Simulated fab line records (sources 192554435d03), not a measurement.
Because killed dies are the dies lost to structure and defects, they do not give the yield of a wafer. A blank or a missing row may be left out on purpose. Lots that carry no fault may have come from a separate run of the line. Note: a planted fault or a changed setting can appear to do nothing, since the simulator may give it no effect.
Chamber matching -- flow n5_finfet -- pecvd-03 running N5_BEOL_M6_PECVD_70: 3 sister chambers
The step deposits SiO2 from TEOS/O2, target thk 20 nm, time 22.7 s. 6 wafers are shown with their chamber, then 8 later ones without.

WAFERS PAIRED WITH THEIR CHAMBERS
wafer,chamber,showerhead_plenum_p_Torr (Torr),throttle_valve_pct (%)
L084.1,2,8.75,20.9
L083.3,2,8.76,20.7
L090.2,1,8.94,23.0
L090.4,0,8.78,21.4
L090.6,1,8.97,23.0
L094.2,0,8.76,21.7

WAFERS WITHOUT THEIR CHAMBER
wafer,showerhead_plenum_p_Torr (Torr),throttle_valve_pct (%)
L094.4,8.97,23.2
L094.6,8.78,20.9
L095.1,8.98,23.1
L095.4,8.78,21.5
L095.5,8.94,23.1
L097.4,8.74,21.0
L097.5,8.95,23.3
L097.6,8.75,21.9

WHICH CHAMBER EACH ONE RAN IN
wafer,from the rows above,in truth
L094.4,1,1
L094.6,2,2
L095.1,1,1
L095.4,0,0
L095.5,1,1
L097.4,2,2
L097.5,1,1
L097.6,0,0
Correctly placed: 8 of 8. From these rows, 0 cannot be placed. Wrongly placed: 0.
How it was worked out, from the rows above alone: a wafer's distance from a chamber is the root of the sum, over the readings, of the square of ((its reading less the chamber's mean) divided by the reading's scatter). If the next closest chamber is less than 2 further off than the closest, the wafer can't be placed; otherwise it belongs to the closest. The mean given for a chamber averages the wafers shown for that chamber. The scatter: take each reading less its chamber's mean, square it, sum over the shown wafers, divide by the number of wafers less the number of chambers, and take the root.
